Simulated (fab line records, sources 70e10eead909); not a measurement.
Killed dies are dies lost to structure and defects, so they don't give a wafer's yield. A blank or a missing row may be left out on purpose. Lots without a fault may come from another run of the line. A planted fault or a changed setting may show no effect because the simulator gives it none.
Which tool did it? | flow nand_harc | 13 lots, 38 wafers sampled, at 4 steps of a route of 1302

WHAT THE GAUGES READ, wafer by wafer
NHARC_A_SOURCE_PLATE_THK_MEAS_09: measures by ellipsometry.
lot  | measured     | on            | thk_nm (nm)
L693 | day 7 06:31  | film_metro-02 | 9.1 8.7 11.1
L694 | day 7 06:31  | film_metro-01 | 9.8 8.3 8.9
L695 | day 8 00:07  | film_metro-02 | 11.2 8.1 9.4
L696 | day 8 07:13  | film_metro-01 | 11.2 11.6 10.3
L697 | day 8 15:17  | film_metro-01 | 8.3 10.1 10.3
L699 | day 9 06:53  | film_metro-01 | 9.5 11.6 9.7
L698 | day 9 06:53  | film_metro-02 | 9.3 9.6 9.1
L700 | day 9 21:52  | film_metro-02 | 8.3 9.2 10.6
L701 | day 10 11:28 | film_metro-01 | 9.9 10.9 10.9
L708 | day 13 02:17 | film_metro-01 | 8.4 8.3
L713 | day 15 12:51 | film_metro-01 | 9.9 8.4 8.4
L715 | day 16 09:44 | film_metro-02 | 10.2 8.6 9.3
L716 | day 16 15:11 | film_metro-01 | 11.1 8.9 10.9

NHARC_A_ONON_D1_THK_MEAS_05: measures by ellipsometry.
lot  | measured     | on            | thk_nm (nm)
L693 | day 7 20:46  | film_metro-02 | 1015 1013 1012
L694 | day 7 20:46  | film_metro-01 | 982 980 981
L695 | day 8 13:55  | film_metro-01 | 991 991 991
L696 | day 8 22:13  | film_metro-02 | 1022 1020 1021
L697 | day 9 06:05  | film_metro-02 | 996 998 997
L699 | day 9 20:57  | film_metro-02 | 991 991 992
L698 | day 9 20:58  | film_metro-01 | 998 1000 1000
L700 | day 10 12:04 | film_metro-01 | 1002 1002 1001
L701 | day 11 03:28 | film_metro-02 | 997 997 998
L708 | day 13 16:20 | film_metro-02 | 993 1796
L713 | day 16 03:06 | film_metro-01 | 988 988 986
L715 | day 17 02:03 | film_metro-01 | 1003 1001 1004
L716 | day 17 05:25 | film_metro-02 | 1012 1010 1011

NHARC_END_SORT_01.
lot  | measured     | on        | killed_at_array | killed_at_other | killed_at_periphery | killed_dies | killed_open | killed_short
L697 | day 25 15:56 | prober-02 | 88 97 80        | 0 0 0           | 2 8 8               | 90 105 88   | 4 3 5       | 3 4 2
L708 | day 30 17:51 | prober-01 | 23 673          | 0 0             | 4 4                 | 27 677      | 5 6         | 2 0

WHICH TOOL RAN EACH LOT (tool, then ch and the chambers of the sampled wafers, then the start)
lot  | NHARC_A_ONON_D1_DEP_03
L693 | pecvd_onon-03 ch 0, day 7 20:16
L694 | pecvd_onon-04 ch 0, day 7 20:16
L695 | pecvd_onon-04 ch 0, day 8 13:25
L696 | pecvd_onon-04 ch 0, day 8 21:41
L697 | pecvd_onon-01 ch 0, day 9 05:38
L699 | pecvd_onon-04 ch 0, day 9 20:26
L698 | pecvd_onon-03 ch 0, day 9 20:30
L700 | pecvd_onon-04 ch 0, day 10 11:37
L701 | pecvd_onon-04 ch 0, day 11 02:58
L708 | pecvd_onon-03 ch 0, day 13 16:03
L713 | pecvd_onon-01 ch 0, day 16 02:42
L715 | pecvd_onon-01 ch 0, day 17 01:35
L716 | pecvd_onon-01 ch 0, day 17 04:58
- NHARC_A_ONON_D1_DEP_03: target thk 1000 nm.

WHAT THE TOOLS THEMSELVES READ (means of the sampled wafers that have a number; where no wafer has one, the mark that the record gives instead)
NHARC_A_ONON_D1_DEP_03.
lot  | tool          | n2_flow_sccm (sccm)
L693 | pecvd_onon-03 | 2749
L694 | pecvd_onon-04 | 2754
L695 | pecvd_onon-04 | 2740
L696 | pecvd_onon-04 | 2754
L697 | pecvd_onon-01 | 2751
L699 | pecvd_onon-04 | 2749
L698 | pecvd_onon-03 | 2751
L700 | pecvd_onon-04 | 2756
L701 | pecvd_onon-04 | 2742
L708 | pecvd_onon-03 | 2751
L713 | pecvd_onon-01 | 2747
L715 | pecvd_onon-01 | 2747
L716 | pecvd_onon-01 | 2756

THE ANSWER, worked out from the rows above alone
Rule: what is usual is taken from the lots themselves. Put in order of their means at a reading, lots are off if they are a third of the lots or fewer, leave a main group of 4 or more, and stand apart from it by a gap of 3 or more times the standard deviation of the main group's means; of several such gaps the widest counts. A main group whose means are all the same, to the digits that the tables above print for the reading, isn't used. A lot without any number at a reading at which 4 lots or more have one is off too. The other lots that the step has rows for count as sound. The gauges are gone through in route order, then the tools' own readings, and for those a lot's mean is taken as printed above. The first step at which some lot is off is used, and at that step the reading that is off furthest; a lot without a number counts as furthest.
Off: L708, at NHARC_A_ONON_D1_THK_MEAS_05 (thk_nm). The main group: mean 1000 nm, standard deviation 11.
A tool fits if, at a process step before that reading, it ran every lot that is off, and no sound lot after the first of them. The gauges at NHARC_A_ONON_D1_THK_MEAS_05 are tried like those tools. One fits: pecvd_onon-03 at NHARC_A_ONON_D1_DEP_03. Its last sound lot is L698 (day 9 20:30), its first lot that is off L708 (day 13 16:03): a fault that began between those two fits.

WHAT THE SIMULATOR HAD PUT IN
Process parameter drift: pecvd_onon-03, from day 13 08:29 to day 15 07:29, at NHARC_A_ONON_D1_DEP_03. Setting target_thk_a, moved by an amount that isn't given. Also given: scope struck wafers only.
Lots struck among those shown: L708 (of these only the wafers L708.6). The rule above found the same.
